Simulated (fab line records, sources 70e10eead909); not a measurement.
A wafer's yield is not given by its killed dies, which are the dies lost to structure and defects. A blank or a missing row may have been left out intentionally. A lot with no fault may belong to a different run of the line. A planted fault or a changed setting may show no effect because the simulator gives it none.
Matching of chambers	flow nand-harc	NHARC_P_ZERO_WELL_DESCUM_39 on rie-diel-13 has 4 sister chambers
The step chemistry O2, time 3 s. 14 wafers are shown with their chamber, then 7 later ones without.

WAFERS, EACH WITH ITS CHAMBER
wafer	chamber	showerhead-plenum-p-Torr (Torr)	rf-vpp-V (V)	oes-product-au (a.u.)
L842.2	3	2.02	56.5	1.026
L842.3	2	1.85	56.6	1.016
L842.4	0	1.94	59.3	1.003
L843.1	3	2.02	58.4	1.020
L843.2	1	1.82	57.5	1.015
L843.5	2	1.85	57.4	1.022
L845.3	0	1.94	57.9	0.990
L845.4	2	1.85	57.9	1.007
L845.5	0	1.94	58.0	1.003
L857.2	3	2.01	59.7	1.001
L857.4	2	1.84	56.9	1.007
L857.5	1	1.81	57.2	0.996
L860.1	0	1.92	58.1	0.989
L860.3	3	2.00	58.6	0.994

SIGNATURES (means of the wafers above)
reading	chamber 0	chamber 1	chamber 2	chamber 3	scatter within a chamber
showerhead-plenum-p-Torr	1.9350	1.8150	1.8475	2.0125	0.00837
rf-vpp-V	58.325	57.350	57.200	58.300	0.872
oes-product-au	0.99625	1.00550	1.01300	1.01025	0.011
Rule: distance of a wafer from a chamber = root of the sum over the readings of ((wafer's reading minus chamber's mean) / reading's scatter) squared. The wafer belongs to the nearest chamber; if the next one is less than 2 further off, it can't be placed. The scatter is the square root of a quotient: the sum, over the shown wafers, of each reading's squared deviation from its chamber's mean, divided by wafers minus chambers.

WAFERS WITHOUT THEIR CHAMBER
wafer	showerhead-plenum-p-Torr (Torr)	rf-vpp-V (V)	oes-product-au (a.u.)
L860.5	1.92	56.8	0.991
L864.1	2.00	57.6	0.988
L864.3	1.92	58.9	0.996
L864.6	2.00	58.1	1.001
L865.3	1.92	57.5	1.011
L865.4	2.00	58.1	1.010
L865.5	1.92	58.3	1.007

THE CHAMBER EACH PASSED THROUGH
wafer	from the rows above	in truth
L860.5	0	0
L864.1	3	3
L864.3	0	0
L864.6	3	3
L865.3	0	0
L865.4	3	3
L865.5	0	0
Correct placement for 7 of the 7. Can't be placed from these rows: 0. Number placed wrongly: 0.
